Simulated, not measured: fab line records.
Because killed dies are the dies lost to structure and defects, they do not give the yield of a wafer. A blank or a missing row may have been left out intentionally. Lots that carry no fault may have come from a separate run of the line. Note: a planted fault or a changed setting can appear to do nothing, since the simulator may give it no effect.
Which of the tools did it? | flow nand_harc | 13 lots with 39 wafers sampled at 6 steps, on a route of 1302 steps

## WHAT THE GAUGES SHOWED, per wafer
NHARC_A_CHANNEL_FILL_D1_INSPECT_13. Usual: raw_defect_count 343, standard deviation 140.
lot  | measured     | on                | raw_defect_count | flag
L814 | day 10 19:17 | defect_inspect-02 | 241 377 314      |
L815 | day 11 12:11 | defect_inspect-02 | 419 211 289      |
L816 | day 11 12:11 | defect_inspect-01 | 242 192 284      |
L817 | day 12 00:47 | defect_inspect-01 | 324 298 337      |
L818 | day 12 11:07 | defect_inspect-02 | 364 347 213      |
L820 | day 13 14:14 | defect_inspect-02 | 583 321 394      |
L822 | day 13 21:28 | defect_inspect-01 | 300 259 227      |
L821 | day 13 21:28 | defect_inspect-02 | 273 196 220      |
L824 | day 15 04:49 | defect_inspect-01 | 317 286 342      |
L826 | day 15 13:26 | defect_inspect-01 | 739 536 470      |
L827 | day 16 14:56 | defect_inspect-02 | 265 210 99       |
L835 | day 19 08:49 | defect_inspect-01 | 449 314 439      |
L837 | day 20 03:57 | defect_inspect-02 | 719 272 236      |

NHARC_A_ONON_D2_THK_MEAS_18: measures by ellipsometry. Usual: thk_nm 1000 nm, standard deviation 11.
lot  | measured     | on            | thk_nm (nm)    | flag
L814 | day 12 18:58 | film_metro-02 | 1000 1000 1001 |
L815 | day 13 13:52 | film_metro-01 | 994 994 994    |
L816 | day 13 13:52 | film_metro-02 | 1003 1004 1005 |
L817 | day 14 00:19 | film_metro-02 | 1000 1000 999  |
L818 | day 14 13:49 | film_metro-02 | 999 999 998    |
L820 | day 15 09:28 | film_metro-02 | 1020 1021 1019 |
L822 | day 15 15:55 | film_metro-01 | 994 995 995    |
L821 | day 15 15:55 | film_metro-02 | 995 997 996    |
L824 | day 17 01:47 | film_metro-01 | 1001 1000 1001 |
L826 | day 17 06:43 | film_metro-02 | 1002 1006 1003 |
L827 | day 18 17:53 | film_metro-02 | 1023 1025 1025 |
L835 | day 21 07:02 | film_metro-01 | 1496 1496 1494 | OFF
L837 | day 22 10:20 | film_metro-01 | 1512 1510 1510 | OFF

NHARC_END_SORT_01. Usual: killed_at_array 58, standard deviation 15; killed_at_other 0.8, standard deviation 1.2; killed_at_periphery 3.5, standard deviation 2.5; killed_dies 62, standard deviation 15; killed_open 3.2, standard deviation 1.7; killed_short 2.4, standard deviation 1.5.
lot  | measured     | on        | killed_at_array | killed_at_other | killed_at_periphery | killed_dies | killed_open | killed_short | flag
L835 | day 33 04:34 | prober-02 | 671 676 672     | 1 0 0           | 5 1 5               | 677 677 677 | 3 3 3       | 5 1 4        | OFF
L837 | day 33 20:29 | prober-01 | 672 672 675     | 4 3 0           | 1 2 2               | 677 677 677 | 2 3 2       | 5 3 4        | OFF

## EACH LOT AND THE TOOL THAT RAN IT (in order: tool; ch and the chambers of the sampled wafers; start)
lot  | NHARC_A_DECK1_JOINT_CMP_02    | NHARC_A_ONON_D2_DEP_16           | NHARC_A_CHANNEL_HOLE_D2_DEP_00
L814 | cmp-04 ch 0,1,3, day 12 06:20 | pecvd_onon-04 ch 0, day 12 18:34 | acl_dep-02 ch 0, day 12 22:29
L815 | cmp-02 ch 0,1, day 13 02:56   | pecvd_onon-02 ch 0, day 13 13:25 | acl_dep-02 ch 0, day 13 17:02
L816 | cmp-04 ch 1,3, day 13 02:56   | pecvd_onon-04 ch 0, day 13 13:25 | acl_dep-01 ch 0, day 13 17:02
L817 | cmp-02 ch 1,2, day 13 12:56   | pecvd_onon-02 ch 0, day 13 23:52 | acl_dep-03 ch 0, day 14 04:56
L818 | cmp-02 ch 1,2,3, day 14 02:52 | pecvd_onon-04 ch 0, day 14 13:18 | acl_dep-03 ch 0, day 14 18:46
L820 | cmp-01 ch 1,2,3, day 14 22:08 | pecvd_onon-04 ch 0, day 15 08:58 | acl_dep-03 ch 0, day 15 12:22
L822 | cmp-01 ch 0,1,3, day 15 05:02 | pecvd_onon-04 ch 0, day 15 15:28 | acl_dep-02 ch 0, day 15 20:21
L821 | cmp-04 ch 1,2, day 15 04:59   | pecvd_onon-02 ch 0, day 15 15:24 | acl_dep-01 ch 0, day 15 20:35
L824 | cmp-04 ch 1,2,3, day 16 14:14 | pecvd_onon-04 ch 0, day 17 01:17 | acl_dep-03 ch 0, day 17 04:39
L826 | cmp-04 ch 0,1,3, day 16 19:52 | pecvd_onon-04 ch 0, day 17 06:16 | acl_dep-02 ch 0, day 17 12:22
L827 | cmp-01 ch 1,2,3, day 18 06:52 | pecvd_onon-04 ch 0, day 18 17:23 | acl_dep-01 ch 0, day 18 22:29
L835 | cmp-04 ch 1,2, day 20 19:10   | pecvd_onon-04 ch 0, day 21 06:32 | -
L837 | cmp-04 ch 1,3, day 21 21:42   | pecvd_onon-04 ch 0, day 22 09:56 | -
- NHARC_A_DECK1_JOINT_CMP_02: polishes SiOx.
- NHARC_A_ONON_D2_DEP_16: target thk 1000 nm.
- NHARC_A_CHANNEL_HOLE_D2_DEP_00: deposits aC, target thk 3100 nm.

## WHAT THE TOOLS THEMSELVES READ (means of the sampled wafers that have a number; where no wafer has one, the mark that the record gives instead)
NHARC_A_DECK1_JOINT_CMP_02. Usual: motor_current_A 11.8 A, standard deviation 0.99; slurry_filter_dp_kPa 13.51 kPa, standard deviation 0.14.
lot  | tool   | motor_current_A (A) | slurry_filter_dp_kPa (kPa) | flag
L814 | cmp-04 | 11.8                | 13.49                      |
L815 | cmp-02 | 12.7                | 13.48                      |
L816 | cmp-04 | 12.3                | 13.47                      |
L817 | cmp-02 | 11.2                | 13.40                      |
L818 | cmp-02 | 11.1                | 13.45                      |
L820 | cmp-01 | 12.1                | 13.51                      |
L822 | cmp-01 | 12.6                | 13.54                      |
L821 | cmp-04 | 11.9                | 13.64                      |
L824 | cmp-04 | 12.0                | 13.37                      |
L826 | cmp-04 | 11.9                | 13.55                      |
L827 | cmp-01 | 11.6                | 13.35                      |
L835 | cmp-04 | 12.1                | 13.59                      |
L837 | cmp-04 | 12.3                | 13.63                      |

NHARC_A_ONON_D2_DEP_16. Usual: n2_flow_sccm 2751 sccm, standard deviation 7.4.
lot  | tool          | n2_flow_sccm (sccm) | flag
L814 | pecvd_onon-04 | 2750                |
L815 | pecvd_onon-02 | 2750                |
L816 | pecvd_onon-04 | 2744                |
L817 | pecvd_onon-02 | 2740                |
L818 | pecvd_onon-04 | 2758                |
L820 | pecvd_onon-04 | 2754                |
L822 | pecvd_onon-04 | 2745                |
L821 | pecvd_onon-02 | 2742                |
L824 | pecvd_onon-04 | 2748                |
L826 | pecvd_onon-04 | 2747                |
L827 | pecvd_onon-04 | 2746                |
L835 | pecvd_onon-04 | 2755                |
L837 | pecvd_onon-04 | 2757                |

NHARC_A_CHANNEL_HOLE_D2_DEP_00. Usual: throttle_valve_pct 35.001 %, standard deviation 0.0091.
lot  | tool       | throttle_valve_pct (%) | flag
L814 | acl_dep-02 | 34.999                 |
L815 | acl_dep-02 | 34.991                 |
L816 | acl_dep-01 | 34.998                 |
L817 | acl_dep-03 | 35.002                 |
L818 | acl_dep-03 | 35.001                 |
L820 | acl_dep-03 | 35.006                 |
L822 | acl_dep-02 | 35.002                 |
L821 | acl_dep-01 | 34.999                 |
L824 | acl_dep-03 | 34.995                 |
L826 | acl_dep-02 | 34.996                 |
L827 | acl_dep-01 | 34.992                 |

## THE ANSWER, worked out from the rows above alone
Rule: a lot counts as off when the mean over its wafers that have a number is more than 3 standard deviations away from the usual mean. A lot without any number at a reading at which 4 lots or more have one is off too. The other lots that the step has rows for count as sound. Order of review: gauges by route order, followed by the tools' own readings, for which a lot's mean as printed above is used. At the first step where some lot is off, the reading lying furthest off is the one used; lots without a number count as furthest.
Off, at NHARC_A_ONON_D2_THK_MEAS_18 on thk_nm: L835, L837.
A tool fits if, at a process step before that reading, it ran every lot that is off, and no sound lot after the first of them. The gauges at NHARC_A_ONON_D2_THK_MEAS_18 aren't tried: what is off there is off at NHARC_END_SORT_01 too, on other tools, and a gauge's error can't cause that. This does not decide it: 2 tools fit, namely cmp-04 at NHARC_A_DECK1_JOINT_CMP_02 and pecvd_onon-04 at NHARC_A_ONON_D2_DEP_16.

## WHAT THE SIMULATOR HAD PUT IN
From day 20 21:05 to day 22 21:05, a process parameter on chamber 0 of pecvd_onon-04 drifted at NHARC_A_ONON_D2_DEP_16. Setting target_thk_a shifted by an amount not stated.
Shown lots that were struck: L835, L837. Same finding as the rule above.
